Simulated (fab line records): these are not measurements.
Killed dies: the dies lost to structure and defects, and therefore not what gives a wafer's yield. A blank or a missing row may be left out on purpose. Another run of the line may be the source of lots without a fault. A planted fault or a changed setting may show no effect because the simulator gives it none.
Which tool did it? | flow nand-harc | 12 lots, 36 wafers sampled, at 1 step of a route of 1302

WHAT EACH GAUGE READ, for each wafer
NHARC_A_SLIT_CD_MEAS_09 targets a cd of 300 nm.
lot  | measured     | on        | cd-nm (nm)
L075 | day 20 14:20 | cd-sem-02 | 300.6 300.4 300.5
L076 | day 21 02:34 | cd-sem-03 | 300.6 300.5 300.5
L079 | day 22 08:46 | cd-sem-02 | 299.6 299.4 300.0
L082 | day 22 19:31 | cd-sem-01 | 300.6 300.0 300.6
L083 | day 24 08:55 | cd-sem-02 | 300.5 299.6 299.7
L084 | day 24 15:29 | cd-sem-01 | 300.1 300.1 299.7
L087 | day 25 11:02 | cd-sem-03 | 300.2 299.8 300.2
L088 | day 25 20:26 | cd-sem-01 | 299.8 300.2 300.2
L089 | day 26 10:21 | cd-sem-03 | 300.4 300.2 300.1
L093 | day 27 19:36 | cd-sem-02 | 299.2 299.4 299.4
L094 | day 28 15:25 | cd-sem-03 | 300.3 300.0 299.9
L097 | day 28 23:34 | cd-sem-02 | 299.9 299.8 299.1

TOOL THAT RAN EACH LOT (tool first, then ch and the chambers of the sampled wafers, then the start)
The record shows no process step preceding these readings.

THE ANSWER, worked out from the rows above alone
Rule: usual is defined by the lots themselves. Put in order of their means at a reading, lots are off if they are a third of the lots or fewer, leave a main group of 4 or more, and stand apart from it by a gap of 3 or more times the standard deviation of the main group's means; of several such gaps the widest counts. The tables above print the reading to a certain number of digits; a main group whose means all agree to those digits is not used. A lot without any number at a reading at which 4 lots or more have one is off too. Any other lot the step has rows for is counted as sound.
No lot is off on any of the readings shown, so nothing can be concluded from this.

WHAT HAD BEEN PUT IN BY THE SIMULATOR
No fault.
